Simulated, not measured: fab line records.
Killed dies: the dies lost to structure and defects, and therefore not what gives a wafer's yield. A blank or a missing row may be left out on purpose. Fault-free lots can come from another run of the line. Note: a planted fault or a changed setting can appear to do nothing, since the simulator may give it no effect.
fab line records    flow nand_harc
record: lots: 5  wafers: 15  last_day: 22
route steps=1159 shown A_M0@1004 A_M1@1026 END@1159
lots with no fault: from the same line, run without faults
start_h: start of the lot's first displayed wafer, in hours after the record's first day    wait_h: hours since the lot's step before    " the same as in the row above    L1.1+2: a row that stands for several wafers    - value missing, or start not given    * or withheld: withheld    < > ~ a bound
route shown NAME@n: NAME is a module with steps in the file, n the number in the route of the first one    usual: mean/standard deviation taken from wafers without a fault    same: alike in all rows    chamber/n: place in a boat    sites: per-site readings    _std_site: standard deviation across them    _edge_site: mean of outer sites minus mean of inner sites    radius_mm: for every site, how far away it sits from the centre of the wafer    mask NAME#n: copy n    behind: the tool/chamber that last shaped the wafer    hold: the reason the lot was held/the length of the hold in hours/how it ended    device: the transistor (n, p or np) that didn't switch    end of line: tests of these same wafers at the route's end    for a step that has no rows: nothing shown but its recipe    killed: dies that structure and defects cost at the first sort, which is not the same as the wafer's yield    map: a wafer's dies, marking killed ones x, the rest . and places with no die _
set.NAME: setting as actually run; set.NAME@STEP: the setting as run at that earlier step    model.NAME: the simulator's own value behind a step, which no gauge read
lots at selected steps of the route; one table per step, one row per wafer
services: the hour from which a tool's chamber was out of use, counted from the record's first day as start_h (under 0 if before that day), plus the number of hours and why
== steps ==
step: NHARC_A_M0_CD_MEAS_09
recipe: target_cd_nm: 80  landing_energy_ev: 500
usual: cd_nm: 80.0/0.72
lot.wafer  tool       chamber  start_h  wait_h  cd_nm
L536.1     cd_sem-02  0        423.01   -       78.3
L536.3     "          0        "        "       78.5
L536.6     "          0        "        "       79.5
L539.1     cd_sem-03  0        438.58   -       80.6
L539.2     "          0        "        "       80.3
L539.4     "          0        "        "       80.5
L541.2     cd_sem-02  0        449.87   -       80.7
L541.3     "          0        "        "       80.9
L541.4     "          0        "        "       81.7
L545.1     cd_sem-02  0        454.06   -       80.1
L545.2     "          0        "        "       79.7
L545.4     "          0        "        "       79.7
L547.1     cd_sem-03  0        494.44   -       79.2
L547.4     "          0        "        "       79.1
L547.6     "          0        "        "       79.8
step: NHARC_A_M0_OVL_MEAS_10
recipe: pitch_nm: 160
usual: overlay_x_nm: 0.0/1  overlay_y_nm: -0.1/0.77
lot.wafer  tool        chamber  start_h  wait_h  overlay_x_nm  overlay_y_nm
L536.1     overlay-02  -        423.10   -       -0.5          0.1
L536.3     "           -        "        "       -0.8          -0.2
L536.6     "           -        "        "       -0.5          -0.6
L539.1     overlay-02  -        438.67   -       0.0           1.2
L539.2     "           -        "        "       1.2           1.2
L539.4     "           -        "        "       0.7           1.2
L541.2     overlay-02  -        449.95   -       -1.2          0.4
L541.3     "           -        "        "       -1.7          0.1
L541.4     "           -        "        "       -1.0          0.9
L545.1     overlay-01  -        454.16   -       1.9           0.8
L545.2     "           -        "        "       1.6           0.8
L545.4     "           -        "        "       1.3           1.2
L547.1     overlay-02  -        494.53   -       -0.3          0.0
L547.4     "           -        "        "       -0.9          -0.1
L547.6     "           -        "        "       -1.1          0.4
step: NHARC_A_M0_INSPECT_11
usual: raw_defect_count: 29/13
lot.wafer  tool               chamber  start_h  wait_h  raw_defect_count
L536.1     defect_inspect-02  -        423.14   0.0     38
L536.3     "                  -        "        "       40
L536.6     "                  -        "        "       46
L539.1     defect_inspect-01  -        438.71   0.0     30
L539.2     "                  -        "        "       26
L539.4     "                  -        "        "       26
L541.2     defect_inspect-01  -        449.99   0.0     42
L541.3     "                  -        "        "       33
L541.4     "                  -        "        "       27
L545.1     defect_inspect-01  -        454.19   0.0     4
L545.2     "                  -        "        "       18
L545.4     "                  -        "        "       16
L547.1     defect_inspect-02  -        494.57   0.0     39
L547.4     "                  -        "        "       37
L547.6     "                  -        "        "       32
step: NHARC_A_M0_DESCUM_14
recipe: time_s: 3  o2_flow_sccm: 200  ar_flow_sccm: 0  bias_power_w: 0  chemistry: O2
step: NHARC_A_M0_ETCH_34
recipe: target_depth_a: 400  overetch_a: 120  time_s: 43.94  ion_energy_ev: 200  n2_flow_sccm: 150  h2_flow_sccm: 150  ar_flow_sccm: 0  rf_w: 400  bias_w: 150  chemistry: N2/H2
step: NHARC_A_M0_ETCH_15
recipe: target_depth_a: 1500  overetch_a: 150  time_s: 82.5  c4f8_flow_sccm: withheld  ar_flow_sccm: 400  rf_w: 600  bias_w: 300  chemistry: C4F8/Ar
step: NHARC_A_M0_CD_MEAS_16
usual: cd_nm: 80.0/0.8
lot.wafer  tool       chamber  start_h  wait_h  cd_nm
L536.1     cd_sem-02  -        423.50   -       78.3
L536.3     "          -        "        "       78.0
L536.6     "          -        "        "       79.7
L539.1     cd_sem-01  -        439.08   -       80.4
L539.2     "          -        "        "       80.2
L539.4     "          -        "        "       80.0
L541.2     cd_sem-03  -        450.36   -       80.0
L541.3     "          -        "        "       80.2
L541.4     "          -        "        "       81.7
L545.1     cd_sem-02  -        454.55   -       79.7
L545.2     "          -        "        "       79.1
L545.4     "          -        "        "       79.3
L547.1     cd_sem-01  -        495.19   -       79.1
L547.4     "          -        "        "       79.2
L547.6     "          -        "        "       80.0
step: NHARC_A_M0_STRIP_18
recipe: power_w: 1000  n2_flow_sccm: 150  h2_flow_sccm: 150  ar_flow_sccm: 0  bias_w: 0  chemistry: N2/H2
step: NHARC_A_M0_STRIP_19
recipe: time_s: 600  temp_c: 30  chemistry: post_etch_residue_remover
step: NHARC_A_M0_DEGAS_28
recipe: temp_c: 250  time_s: 60
usual: heater_power_w: 335/31
lot.wafer  tool            chamber  start_h  wait_h  heater_power_w
L536.1     pvd_sputter-03  -        424.13   -       380
L536.3     "               -        "        "       318
L536.6     "               -        "        "       327
L539.1     pvd_sputter-01  -        439.71   -       298
L539.4     "               -        "        "       333
L539.2     "               -        "        "       338
L541.2     pvd_sputter-03  -        450.99   -       357
L541.3     "               -        "        "       327
L541.4     "               -        "        "       388
L545.4     pvd_sputter-01  -        455.18   -       307
L545.1     "               -        "        "       305
L545.2     "               -        "        "       335
L547.4     pvd_sputter-01  -        495.82   -       349
L547.1     "               -        "        "       310
L547.6     "               -        "        "       302
step: NHARC_A_M0_PRE_CLEAN_29
recipe: time_s: 30  temp_c: 280  gas: H2/He
step: NHARC_A_M0_PVD_20
recipe: target_thk_a: 50  bias_v: 168.6  power_w: 15000  chamber_pressure_pa: 0.12  time_s: 8.06  substrate_temp_c: 50  material: TaN
step: NHARC_A_M0_PVD_21
recipe: target_thk_a: 300  chamber_pressure_pa: 5  power_w: 5000  substrate_temp_c: 30  time_s: 20.49  material: Cu
usual: cathode_dc_power_W: 5000.0/0.82  chamber_pressure_pa: 4.998/0.011  throttle_valve_pct: 29.8/1.5
lot.wafer  tool            chamber  start_h  wait_h  cathode_dc_power_W  chamber_pressure_pa  throttle_valve_pct
L536.1     pvd_sputter-03  -        424.36   -       5000.3              4.990                31.1
L536.3     "               -        "        "       4999.5              5.002                28.0
L536.6     "               -        "        "       4998.2              4.985                29.8
L539.4     pvd_sputter-01  -        440.07   -       4999.4              5.004                26.8
L539.1     "               -        "        "       4999.6              4.998                29.0
L539.2     "               -        "        "       5000.0              5.015                30.4
L541.3     pvd_sputter-03  -        451.20   -       4999.4              4.985                28.2
L541.4     "               -        "        "       4998.3              4.999                30.4
L541.2     "               -        "        "       5000.1              5.003                30.1
L545.4     pvd_sputter-01  -        455.40   -       5000.8              5.020                32.4
L545.2     "               -        "        "       4999.8              5.012                27.1
L545.1     "               -        "        "       4999.9              4.990                29.1
L547.4     pvd_sputter-01  -        496.05   -       4998.7              5.008                32.1
L547.1     "               -        "        "       5000.2              4.992                28.8
L547.6     "               -        "        "       5000.9              5.017                27.2
step: NHARC_A_M0_ECD_22
recipe: target_thk_a: 4000  bath_temp_c: 25  material: Cu
step: NHARC_A_M0_ANNEAL_30
recipe: temp_c: 225  time_s: 90
usual: wafer_temp_C_max: 226.0/0.34
lot.wafer  tool           chamber  start_h  wait_h  wafer_temp_C_max
L536.1     rtp_anneal-01  0        424.88   0.3     225.6
L536.3     "              0        "        "       225.4
L536.6     "              0        "        "       225.8
L539.1     rtp_anneal-02  0        440.60   -       225.8
L539.2     "              0        "        "       226.4
L539.4     "              0        "        "       226.0
L541.2     rtp_anneal-01  0        451.78   0.3     225.7
L541.3     "              0        "        "       225.8
L541.4     "              0        "        "       225.4
L545.1     rtp_anneal-02  0        456.27   -       226.0
L545.2     "              0        "        "       226.1
L545.4     "              0        "        "       226.0
L547.1     rtp_anneal-02  0        496.56   -       226.6
L547.4     "              0        "        "       226.6
L547.6     "              0        "        "       226.4
step: NHARC_A_M0_CMP_23
recipe: t_overpolish_s: 20  target_thk_nm: 113.75
step: NHARC_A_M0_SRD_25
step: NHARC_A_M0_INSPECT_27
usual: raw_defect_count: 475/150
lot.wafer  tool               chamber  start_h  wait_h  raw_defect_count
L536.1     defect_inspect-02  -        425.70   0.0     359
L536.3     "                  -        "        "       395
L536.6     "                  -        "        "       446
L539.1     defect_inspect-01  -        441.41   0.0     566
L539.2     "                  -        "        "       575
L539.4     "                  -        "        "       707
L541.2     defect_inspect-01  -        452.55   0.0     539
L541.3     "                  -        "        "       810
L541.4     "                  -        "        "       484
L545.1     defect_inspect-02  -        457.11   0.0     330
L545.2     "                  -        "        "       294
L545.4     "                  -        "        "       300
L547.1     defect_inspect-02  -        497.39   0.0     991
L547.4     "                  -        "        "       890
L547.6     "                  -        "        "       552
step: NHARC_A_M0_PRE_CLEAN_31
recipe: time_s: 12  temp_c: 370  rf_power_w: 300  gas: NH3
step: NHARC_A_M0_DEP_32
recipe: target_thk_a: 300  temp_c: 370  target_thk_nm: 30  pressure_torr: 3  flow_sccm: 200  rf_w: 450  material: SiCN
usual: heater_power_w: 592/69  rf_fwd_power_W: 448.8/1.3
lot.wafer  tool      chamber  start_h  wait_h  heater_power_w  rf_fwd_power_W
L536.3     pecvd-03  2        425.89   0.1     550             448.6
L536.1     "         0        "        "       615             448.4
L536.6     "         2        "        "       549             448.9
L539.1     pecvd-01  0        441.60   0.1     581             449.6
L539.2     "         1        "        "       694             448.6
L539.4     "         0        "        "       598             451.0
L541.3     pecvd-04  0        452.69   0.1     478             446.8
L541.2     "         1        "        "       577             448.1
L541.4     "         1        "        "       566             449.0
L545.1     pecvd-01  2        457.29   0.1     588             447.1
L545.2     "         0        "        "       577             447.6
L545.4     "         2        "        "       564             448.3
L547.1     pecvd-03  0        497.62   0.1     639             449.2
L547.4     "         2        "        "       574             447.5
L547.6     "         0        "        "       615             447.3
step: NHARC_A_M1_DEP_00
recipe: target_thk_a: 1825  target_thk_nm: 182.5  temp_c: withheld  pressure_torr: 5  flow_sccm: 200  rf_w: 600  material: SiOC
step: NHARC_A_M1_DEHYDRATE_01
recipe: temp_c: 150  time_s: 120
step: NHARC_A_M1_HMDS_02
recipe: time_s: 30
step: NHARC_A_M1_COAT_34
recipe: temp_c: 200  time_s: 65
step: NHARC_A_M1_COAT_03
recipe: spin_rpm: 1500  resist_thk_nm: 90
step: NHARC_A_M1_SOFTBAKE_04
recipe: temp_c: 105  time_s: 55
step: NHARC_A_M1_EBR_05
step: NHARC_A_M1_EXPOSE_06
recipe: na: 1.35  target_cd_nm: 120  dose_mj: 75.13  mask_id: A_M1
step: NHARC_A_M1_PEB_07
recipe: peb_temp_c: 100  peb_time_s: 65
step: NHARC_A_M1_DEVELOP_08
recipe: develop_time_s: 35  dev_temp_c: 23
step: NHARC_A_M1_CD_MEAS_09
recipe: target_cd_nm: 120  landing_energy_ev: 500
usual: cd_nm: 120.0/0.59
lot.wafer  tool       chamber  start_h  wait_h  cd_nm
L536.1     cd_sem-02  0        426.96   -       120.9
L536.3     "          0        "        "       120.9
L536.6     "          0        "        "       119.9
L539.1     cd_sem-01  0        443.03   -       120.3
L539.2     "          0        "        "       120.7
L539.4     "          0        "        "       121.1
L541.2     cd_sem-03  0        453.94   -       120.5
L541.3     "          0        "        "       120.6
L541.4     "          0        "        "       120.0
L545.1     cd_sem-03  0        458.54   -       121.4
L545.2     "          0        "        "       120.7
L545.4     "          0        "        "       120.9
L547.4     cd_sem-02  0        498.83   -       118.8
L547.6     "          0        "        "       119.8
step: NHARC_A_M1_OVL_MEAS_10
recipe: pitch_nm: 240
usual: overlay_x_nm: 0.0/0.89  overlay_y_nm: 0.2/0.79
lot.wafer  tool        chamber  start_h  wait_h  overlay_x_nm  overlay_y_nm
L536.1     overlay-01  -        427.05   -       0.6           0.8
L536.3     "           -        "        "       0.8           0.9
L536.6     "           -        "        "       0.8           0.6
L539.1     overlay-01  -        443.12   -       -0.5          0.7
L539.2     "           -        "        "       -0.8          0.5
L539.4     "           -        "        "       -1.0          0.0
L541.2     overlay-02  -        454.03   -       -0.1          -0.2
L541.3     "           -        "        "       -0.2          -0.4
L541.4     "           -        "        "       -0.1          -0.3
L545.1     overlay-01  -        458.63   -       0.3           0.6
L545.2     "           -        "        "       0.3           1.7
L545.4     "           -        "        "       -0.3          0.9
L547.4     overlay-01  -        498.91   -       -0.8          -0.1
L547.6     "           -        "        "       -1.2          1.2
step: NHARC_A_M1_INSPECT_11
usual: raw_defect_count: 29/13
lot.wafer  tool               chamber  start_h  wait_h  raw_defect_count
L536.1     defect_inspect-02  -        427.09   0.0     38
L536.3     "                  -        "        "       43
L536.6     "                  -        "        "       43
L539.1     defect_inspect-01  -        443.15   0.0     29
L539.2     "                  -        "        "       30
L539.4     "                  -        "        "       23
L541.2     defect_inspect-02  -        454.06   0.0     39
L541.3     "                  -        "        "       32
L541.4     "                  -        "        "       23
L545.1     defect_inspect-01  -        458.67   0.0     6
L545.2     "                  -        "        "       16
L545.4     "                  -        "        "       13
L547.4     defect_inspect-01  -        498.95   0.0     34
L547.6     "                  -        "        "       30
step: NHARC_A_M1_DESCUM_14
recipe: time_s: 3  o2_flow_sccm: 200  ar_flow_sccm: 0  bias_power_w: 0  chemistry: O2
usual: drypump_motor_current_A: 5.8/0.38  mfc_ar_sccm: 0.002/0.004  oes_product_au: 1.002/0.0092  rf_vpp_V: 57.8/0.82  showerhead_plenum_p_Torr: 1.88/0.073  throttle_valve_pct: 11.311/0.0091
lot.wafer  tool         chamber  start_h  wait_h  drypump_motor_current_A  mfc_ar_sccm  oes_product_au  rf_hours_counter_h  rf_vpp_V  showerhead_plenum_p_Torr  throttle_valve_pct
L536.1     rie_diel-13  2        427.16   0.1     5.9                      0            0.991           3                   57.6      1.81                      11.322
L536.3     "            3        "        "       6.6                      0            1.004           3                   58.0      1.95                      11.293
L536.6     "            2        "        "       5.9                      0            0.998           -                   57.6      1.81                      11.314
L539.4     rie_diel-09  2        443.21   0.1     5.8                      0            1.005           0                   57.5      1.86                      11.299
L539.2     "            0        "        "       5.7                      0.002        1.002           0                   57.5      1.82                      11.301
L539.1     "            1        "        "       5.2                      0            1.012           0                   58.3      2.05                      11.318
L541.4     rie_diel-09  0        454.12   0.1     5.7                      0.002        1.001           1                   58.9      1.82                      11.315
L541.3     "            1        "        "       5.2                      0            1.012           0                   58.3      2.05                      11.305
L541.2     "            2        "        "       5.7                      0            1.002           1                   56.1      1.86                      11.330
L545.1     rie_diel-08  3        458.73   0.1     5.4                      0            1.010           12                  57.6      1.91                      11.317
L545.2     "            1        "        "       6.1                      0            1.009           11                  58.4      1.81                      11.319
L545.4     "            2        "        "       5.5                      0.011        0.990           12                  58.5      1.84                      11.315
L547.4     rie_diel-08  1        499.02   0.1     6.1                      0            0.990           1                   57.7      1.81                      11.295
L547.6     "            0        "        "       5.6                      0            1.004           -                   58.2      1.81                      11.305
step: NHARC_A_M1_ETCH_35
recipe: target_depth_a: 400  overetch_a: 120  time_s: 43.94  ion_energy_ev: 200  n2_flow_sccm: 150  h2_flow_sccm: 150  ar_flow_sccm: 0  rf_w: 400  bias_w: 150  chemistry: N2/H2
step: NHARC_A_M1_ETCH_15
recipe: target_depth_a: 1825  time_s: 91.2  c4f8_flow_sccm: withheld  ar_flow_sccm: 400  rf_w: 600  bias_w: 300  chemistry: C4F8/Ar
usual: oes_product_au: 0.952/0.022  rf_fwd_power_W: 595.9/2.3  rf_vpp_V: 439.6/2.3
lot.wafer  tool         chamber  start_h  wait_h  oes_product_au  rf_fwd_power_W  rf_hours_counter_h  rf_vpp_V
L536.3     rie_diel-13  2        -        -       0.948           598.0           3                   438.2
L536.1     "            0        "        "       0.977           593.0           3                   438.0
L536.6     "            3        "        "       0.965           592.7           -                   443.1
L539.2     rie_diel-09  3        -        -       0.932           595.7           0                   442.9
L539.4     "            0        "        "       0.956           594.2           0                   437.5
L539.1     "            1        "        "       0.976           596.0           0                   444.5
L541.3     rie_diel-09  0        -        -       0.973           591.3           1                   437.6
L541.2     "            1        "        "       0.974           595.6           0                   444.8
L541.4     "            2        "        "       0.981           593.5           1                   439.0
L545.4     rie_diel-08  0        -        -       0.920           598.9           12                  438.0
L545.1     "            1        "        "       0.929           597.2           11                  438.6
L545.2     "            3        "        "       0.919           593.6           12                  440.4
L547.4     rie_diel-08  2        -        -       0.978           597.0           1                   436.9
L547.6     "            3        "        "       0.950           594.6           -                   441.0
step: NHARC_A_M1_CD_MEAS_16
usual: cd_nm: 120.2/0.76
lot.wafer  tool       chamber  start_h  wait_h  cd_nm
L536.1     cd_sem-02  -        427.45   -       120.8
L536.3     "          -        "        "       120.2
L536.6     "          -        "        "       120.0
L539.1     cd_sem-01  -        443.56   -       119.9
L539.2     "          -        "        "       120.9
L539.4     "          -        "        "       120.4
L541.2     cd_sem-03  -        454.43   -       120.0
L541.3     "          -        "        "       120.9
L541.4     "          -        "        "       120.5
L545.1     cd_sem-02  -        459.03   -       120.5
L545.2     "          -        "        "       122.0
L545.4     "          -        "        "       120.7
L547.4     cd_sem-03  -        499.33   -       118.9
L547.6     "          -        "        "       119.9
step: NHARC_A_M1_STRIP_18
recipe: power_w: 1000  n2_flow_sccm: 150  h2_flow_sccm: 150  ar_flow_sccm: 0  bias_w: 0  chemistry: N2/H2
step: NHARC_A_M1_ETCH_28
recipe: target_depth_a: 300  over_etch_frac: 0.3  time_s: 72.99  ion_energy_ev: 150  cf4_flow_sccm: 50  n2_flow_sccm: 100  ar_flow_sccm: 150  rf_w: 300  bias_w: 100  chemistry: CF4/N2
step: NHARC_A_M1_STRIP_19
recipe: time_s: 600  temp_c: 30  chemistry: post_etch_residue_remover
step: NHARC_END_SORT_01
recipe: temp_c: 25
usual: defect_limited_yield: 95.6/1.6  killed_at_array: 26/10  killed_at_other: 0.5/0.87  killed_at_periphery: 3.0/2.5  killed_dies: 29/11  killed_open: 3.3/1.9  killed_short: 1.8/1.5  sort_bin_2_pct: 1.3/0.63  sort_bin_3_pct: 0.25/0.22  sort_bin_4_pct: 2.8/1.1  sort_n_pass: 648/11  sort_rim_yield_pct: 96.5/2.6  sort_yield_pct: 95.6/1.6
same: gross_dies: 677  sort_bin_5_pct[%]: 0  sort_bin_6_pct[%]: 0  sort_bin_7_pct[%]: 0  sort_bin_8_pct[%]: 0  sort_rim_n_gross: 106.00
lot.wafer  tool       chamber  start_h  wait_h  defect_limited_yield[%]  killed_at_array  killed_at_other  killed_at_periphery  killed_dies  killed_open  killed_short  sort_bin_2_pct[%]  sort_bin_3_pct[%]  sort_bin_4_pct[%]  sort_n_pass  sort_rim_yield_pct[%]  sort_yield_pct[%]
L536.1     prober-02  0        463.28   2.5     95.3                     30               0                2                    32           1            1             2.1                0.15               2.5                645          92.5                   95.3
L536.3     prober-02  0        464.86   3.1     94.4                     36               0                2                    38           1            1             1.3                0.15               4.1                639          99.1                   94.4
L536.6     prober-02  0        467.23   4.0     93.9                     36               0                5                    41           2            0             1.9                0.30               3.8                636          98.1                   93.9
L539.1     prober-01  0        482.02   2.5     95.9                     24               2                2                    28           4            1             1.5                0.44               2.2                649          100.0                  95.9
L539.2     prober-01  0        482.82   2.8     95.6                     27               0                3                    30           1            3             1.6                0.30               2.5                647          96.2                   95.6
L539.4     prober-01  0        484.43   3.4     95.6                     29               0                1                    30           2            4             1.0                0.15               3.2                647          100.0                  95.6
L541.2     prober-01  0        492.10   2.8     95.3                     30               0                2                    32           5            1             1.6                0.30               2.8                645          95.3                   95.3
L541.3     prober-01  0        492.89   3.1     96.2                     26               0                0                    26           3            2             1.3                0                  2.5                651          96.2                   96.2
L541.4     prober-01  0        493.68   3.4     96.6                     22               0                1                    23           1            1             0.9                0.15               2.4                654          95.3                   96.6
L545.1     prober-01  0        499.08   2.5     97.9                     11               0                3                    14           5            2             0.6                0                  1.5                663          99.1                   97.9
L545.2     prober-01  0        499.89   2.8     96.9                     16               0                5                    21           5            0             1.3                0                  1.8                656          96.2                   96.9
L545.4     prober-01  0        501.51   3.4     96.6                     18               0                5                    23           4            3             0.9                0                  2.5                654          96.2                   96.6
L547.1     prober-01  0        534.21   2.5     0.7                      668              0                4                    672          1            4             94.5               0.74               4.0                5            1.9                    0.7
killed by level:class
L536.1 A_CHANNEL_HOLE_D1:chamber_film_flake=16 A_SLIT:chamber_film_flake=7 A_CONTACT:chamber_film_flake=6 P_CONTACT:geometric_particle:short=1 A_CONTACT:geometric_particle:open=1 P_ZERO_WELL:chamber_film_flake=1
L536.3 A_CHANNEL_HOLE_D1:chamber_film_flake=19 A_SLIT:chamber_film_flake=11 A_CONTACT:chamber_film_flake=2 A_CHANNEL_FILL_D1:geometric_particle:short=1 A_M0:geometric_particle:open=1 P_ZERO_WELL:chamber_film_flake=1 P_GATE:chamber_film_flake=1 A_ZERO_WELL:chamber_film_flake=1
L536.6 A_CHANNEL_HOLE_D1:chamber_film_flake=20 A_SLIT:chamber_film_flake=8 A_CONTACT:chamber_film_flake=5 P_CONTACT:geometric_particle:open=1 A_SOURCE_PLATE:geometric_particle:open=1 P_ZERO_WELL:chamber_film_flake=1 P_STI:chamber_film_flake=1 P_GATE:chamber_film_flake=1
L539.1 A_CHANNEL_HOLE_D1:chamber_film_flake=17 A_M1:chamber_film_flake=2 P_M0:geometric_particle:open=1 A_ONON_D1:geometric_particle:open=1 A_CHANNEL_HOLE_D1:geometric_particle:open=1 A_CHANNEL_FILL_D1:geometric_particle:open=1 STARTING-WAFER:geometric_particle:short=1 P_GATE:chamber_film_flake=1
L539.2 A_CHANNEL_HOLE_D1:chamber_film_flake=20 A_CONTACT:chamber_film_flake=2 P_M0:chamber_film_flake=2 P_M0:geometric_particle:short=1 A_SOURCE_PLATE:geometric_particle:short=1 A_SOURCE_PLATE:geometric_particle:open=1 A_ONON_D1:geometric_particle:short=1 A_CHANNEL_FILL_D1:chamber_film_flake=1
L539.4 A_CHANNEL_HOLE_D1:chamber_film_flake=18 A_WL_FILL:geometric_particle:short=2 A_CONTACT:geometric_particle:open=2 A_SLIT:chamber_film_flake=2 A_ONON_D1:geometric_particle:short=1 A_CONTACT:geometric_particle:short=1 P_M0:chamber_film_flake=1 A_CHANNEL_FILL_D1:chamber_film_flake=1
L541.2 A_CHANNEL_HOLE_D1:chamber_film_flake=7 A_SLIT:chamber_film_flake=7 A_CONTACT:chamber_film_flake=7 A_ONON_D1:geometric_particle:open=3 P_CONTACT:geometric_particle:open=1 A_SOURCE_PLATE:geometric_particle:open=1 A_CONTACT:geometric_particle:short=1 P_GATE:chamber_film_flake=1
L541.3 A_CHANNEL_HOLE_D1:chamber_film_flake=7 A_SLIT:chamber_film_flake=7 A_STAIRCASE:chamber_film_flake=2 A_WL_FILL:geometric_particle:open=2 A_WL_FILL:chamber_film_flake=2 A_CONTACT:chamber_film_flake=2 A_ONON_D1:geometric_particle:short=1 A_CHANNEL_FILL_D1:geometric_particle:open=1
L541.4 A_SLIT:chamber_film_flake=14 A_CHANNEL_HOLE_D1:chamber_film_flake=3 A_WL_FILL:chamber_film_flake=2 A_CHANNEL_HOLE_D1:geometric_particle:short=1 A_CHANNEL_FILL_D1:geometric_particle:open=1 P_GATE:chamber_film_flake=1 A_STAIRCASE:chamber_film_flake=1
L545.1 A_CONTACT:geometric_particle:open=3 A_CHANNEL_HOLE_D1:chamber_film_flake=3 A_WL_FILL:geometric_particle:short=2 P_M0:geometric_particle:open=1 A_WL_FILL:geometric_particle:open=1 P_GATE:chamber_film_flake=1 P_M2:chamber_film_flake=1 A_STAIRCASE:chamber_film_flake=1
L545.2 A_STAIRCASE:chamber_film_flake=4 A_CONTACT:geometric_particle:open=3 A_CHANNEL_HOLE_D1:chamber_film_flake=3 A_CONTACT:chamber_film_flake=3 A_CHANNEL_FILL_D1:geometric_particle:open=2 P_STI:chamber_film_flake=2 P_ZERO_WELL:chamber_film_flake=1 P_CONTACT:chamber_film_flake=1
L545.4 A_CHANNEL_HOLE_D1:chamber_film_flake=7 A_STAIRCASE:chamber_film_flake=4 A_ONON_D1:geometric_particle:short=3 P_M2:chamber_film_flake=2 P_CONTACT:geometric_particle:open=1 A_SOURCE_PLATE:geometric_particle:open=1 P_ZERO_WELL:chamber_film_flake=1 A_CONTACT:geometric_particle:open=1
L547.1 A_M0:area_pvd=633 A_SLIT:chamber_film_flake=20 A_STAIRCASE:chamber_film_flake=5 A_CHANNEL_HOLE_D1:chamber_film_flake=3 A_CONTACT:chamber_film_flake=3 A_CHANNEL_FILL_D1:geometric_particle:short=2 P_M0:geometric_particle:short=1 A_BLC:geometric_particle:open=1
map L547.1 (x killed, . not)
____________x____________
_________xxxx.xx_________
_______xxxxxxxxxxx_______
______xxxxxxxxxxxxx______
_____xxxxxxxxxxxxxxx_____
____xxxxxxxxxxxxxxxx.____
____xxxxxxxxxxxxxxxxx____
___xxxxxxxxxxxxxxxxxxx___
___xxxxxxxxxxxxxxxxxxx___
__xxxxxxxxxxxxxxxxxxxxx__
__xxxxxxxxxxxxxxxxxxxxx__
_xxxxxxxxxxxxxxxx.xxxxxx_
_xxxxxxxxxxxxxxxxxxxxxxx_
_xxxxxxxxxxxxxxxxxxxxxxx_
_xxxxxxxxxxxxxxxxxxxxxxx_
_xxxxxxxx.xxxxxxxxxxxxxx_
xxxxxxxxxxxxxxxxxxxxxxxxx
xxxxxxxxxxxxxxxxxxxxxxxxx
xxxxxxxxxxxx.xxxxxxxxxxxx
xxxxxxxxxxxxxxxxxxxxxxxxx
xxxxxxxxxxxxxxxxxxxxxxxxx
_xxxxxxxxxxxxxxxxxxxxxxx_
_xxxxxxxxxxxxxxxxxxxxxxx_
_xxxxxxxxxxxxxxxxxxxxxxx_
_xxxxxxxxxxxxxxxxxxxxxxx_
_xxxxxxxxxxxxxxxxxxxxxxx_
__xxxxxxxxxxxxxxxxxxxxx__
__xxxxxxxxxxxxxxxxxxxxx__
___xxxxxxxxxxxxxxxxxxx___
___xxxxxxxxxxxxxxxxxxx___
____xxxxxxxxxxxxxxxxx____
____xxxxxxxxxxxxxxxxx____
_____xxxxxxxxxxxxxxx_____
______xxxxxxxxxxxxx______
_______xxxxxxxxxxx_______
_________xxxxxxx_________
____________x____________
map L539.2 (x killed, . not)
____________.____________
_________......._________
_______..........._______
______.............______
_____............x.._____
____.................____
____.................____
___...................___
___...................___
__....x............x...__
__.....................__
_......................._
_......................._
_.....x................._
_......................._
_......................._
.........................
.........................
.........................
x........................
..............x..x...x...
_................x......_
_.............xx........_
_.............x..xx....._
_..........xx..x........_
_............xx.x......._
__...........xx........__
__...........xx........__
___..................x___
___..........x...x....___
____........x........____
____.................____
_____.............x._____
______.............______
_______.x........._______
_________......._________
____________.____________
== services ==
tool            chamber  start_h  hours  kind
rie_diel-09     0        410.28   -      clean
rie_diel-09     1        410.28   -      clean
rie_diel-09     2        410.28   -      clean
rie_diel-09     3        410.28   -      clean
pecvd-01        -        418.40   13.0   pm
rie_diel-09     -        431.10   9.0    pm
rie_diel-09     0        431.10   9.0    vent_cycle
rie_diel-09     1        431.10   9.0    vent_cycle
rie_diel-09     2        431.10   9.0    vent_cycle
rie_diel-09     3        431.10   9.0    vent_cycle
pecvd-01        2        435.20   15.0   repair
rie_diel-09     0        440.10   -      clean
rie_diel-09     1        440.10   -      clean
rie_diel-09     2        440.10   -      clean
rie_diel-08     1        448.29   1.4    repair
pecvd-03        -        448.93   0.7    repair
rie_diel-13     -        453.00   9.0    pm
pvd_sputter-03  -        458.00   10.0   pm
pecvd-03        -        473.55   13.0   pm
rie_diel-08     0        476.64   8.5    repair
rie_diel-08     -        479.07   9.0    pm
rie_diel-09     3        486.74   2.6    repair
pecvd-04        1        489.99   3.5    repair
pecvd-01        -        494.06   0.3    repair
== key ==
first_sign: step: NHARC_END_SORT_01  reading: sort_bin_2_pct  direction: up  sigmas: 99+  usual: 1.3  struck: 94.5
effect: step: NHARC_END_SORT_01  reading: killed_at_array  direction: up  sigmas: 64  usual: 26  struck: 668
more_kills_born_at: NHARC_A_M0_PVD_21@pvd_sputter-01: 633
met_at NHARC_A_M0_PVD_21
struck_wafers L547.1
later_rows_left_out L547.1
onset_between 455.40 496.05
fault: kind: process_parameter_drift  tool: pvd_sputter-01  chamber: -  onset_h: 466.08  steps: NHARC_A_M0_PVD_21  channel: target_thk_a  offset: *  shape: step  end_h: 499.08  acts_in: *  stated: *  scope: struck_wafers_only
later_rows_left_out: the simulator's readings of these wafers behind a module that went badly wrong aren't trusted and aren't shown, but for the sort
